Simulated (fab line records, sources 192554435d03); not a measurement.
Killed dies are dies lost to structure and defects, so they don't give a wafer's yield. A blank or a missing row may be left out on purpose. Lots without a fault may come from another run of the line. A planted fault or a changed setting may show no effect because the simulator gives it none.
Chamber matching | flow n5_finfet | N5_BEOL_M11_CURE_72 on uv_cure-03: 3 sister chambers
The step cures SiCOH lowk, time 120 s. 6 wafers are shown with their chamber, then 11 later ones without.

WAFERS WITH THEIR CHAMBER
wafer  | chamber | wafer_temp_C_max | lamp_power_pct (%)
L077.5 | 1       | 372.2            | 52.28
L077.6 | 1       | 372.2            | 52.25
L085.5 | 0       | 373.2            | 52.36
L085.6 | 0       | 373.8            | 52.26
L089.6 | 2       | 371.6            | 52.34
L091.1 | 2       | 371.2            | 52.30

WAFERS WITHOUT THEIR CHAMBER
wafer  | wafer_temp_C_max | lamp_power_pct (%)
L091.4 | 371.5            | 52.22
L091.5 | 371.1            | 52.29
L092.1 | 373.2            | 52.21
L092.4 | 372.3            | 52.37
L092.5 | 374.3            | 52.32
L097.1 | 373.1            | 52.27
L097.3 | 373.6            | 52.31
L097.5 | 373.8            | 52.31
L097.2 | 373.9            | 52.32
L097.4 | 371.9            | 52.35
L097.6 | 372.7            | 52.21

WHICH CHAMBER EACH WENT THROUGH
wafer  | from the rows above          | in truth
L091.4 | can't be placed: 2 or 1      | 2
L091.5 | 2                            | 2
L092.1 | can't be placed: 0 or 1      | 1
L092.4 | can't be placed: 1 or 2 or 0 | 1
L092.5 | 0                            | 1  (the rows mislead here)
L097.1 | can't be placed: 0 or 1      | 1
L097.3 | 0                            | 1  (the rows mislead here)
L097.5 | 0                            | 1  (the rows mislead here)
L097.2 | 0                            | 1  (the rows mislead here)
L097.4 | can't be placed: 2 or 1      | 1
L097.6 | can't be placed: 1 or 0      | 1
Placed correctly: 1 of 11. Can't be placed from these rows: 6 (the true chamber is among the candidates in 6). Placed wrongly: 4.
How it was worked out, from the rows above alone: a wafer's distance from a chamber is the root of the sum, over the readings, of the square of ((its reading less the chamber's mean) divided by the reading's scatter). The wafer belongs to the nearest chamber; if the next one is less than 2 further off, it can't be placed. A chamber's mean is the mean of its shown wafers. The scatter: the root of (the sum of the squares of (reading less its chamber's mean) over the shown wafers, divided by (wafers less chambers)).
